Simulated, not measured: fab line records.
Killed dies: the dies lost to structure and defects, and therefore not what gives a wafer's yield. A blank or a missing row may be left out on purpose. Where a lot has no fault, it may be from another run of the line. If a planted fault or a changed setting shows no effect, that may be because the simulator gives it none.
Chamber matching | flow nandHarc | NHARC_P_BONDPAD_ACTIVATE_29 on rieDiel-03 has 4 sister chambers
The step chemistry N2, time 60 s. 4 wafers are shown with their chamber, then 11 later ones without.

WAFERS WITH THEIR CHAMBER
wafer  | chamber | drypumpMotorCurrentA (A)
L084.2 | 2       | 6.3
L084.3 | 1       | 5.8
L084.6 | 0       | 5.3
L085.2 | 3       | 5.7

WAFERS WITHOUT THEIR CHAMBER
wafer  | drypumpMotorCurrentA (A)
L085.3 | 6.3
L085.4 | 6.3
L088.2 | 5.3
L088.3 | 5.7
L088.5 | 5.7
L092.1 | 5.7
L092.2 | 5.3
L092.5 | 6.3
L095.2 | 5.7
L095.5 | 6.3
L095.6 | 5.4

THE CHAMBER EACH PASSED THROUGH
wafer  | from the rows above | in truth
L085.3 | 2                   | 2
L085.4 | 2                   | 2
L088.2 | 0                   | 0
L088.3 | 3                   | 3
L088.5 | 3                   | 3
L092.1 | 3                   | 3
L092.2 | 0                   | 0
L092.5 | 2                   | 2
L095.2 | 3                   | 3
L095.5 | 2                   | 2
L095.6 | 0                   | 0
Correct placement for 11 of the 11. Can't be placed from these rows: 0. Placed wrongly: 0.
How it was worked out, from the rows above alone: a wafer's distance from a chamber is the root of the sum, over the readings, of the square of ((its reading less the chamber's mean) divided by the reading's scatter). The wafer belongs to the nearest chamber; if the next one is less than 2 further off, it can't be placed. A chamber's mean is the mean of its shown wafers. The scatter: root of mean squared gap, hidden wafer to nearest shown wafer, with one shown wafer a chamber.
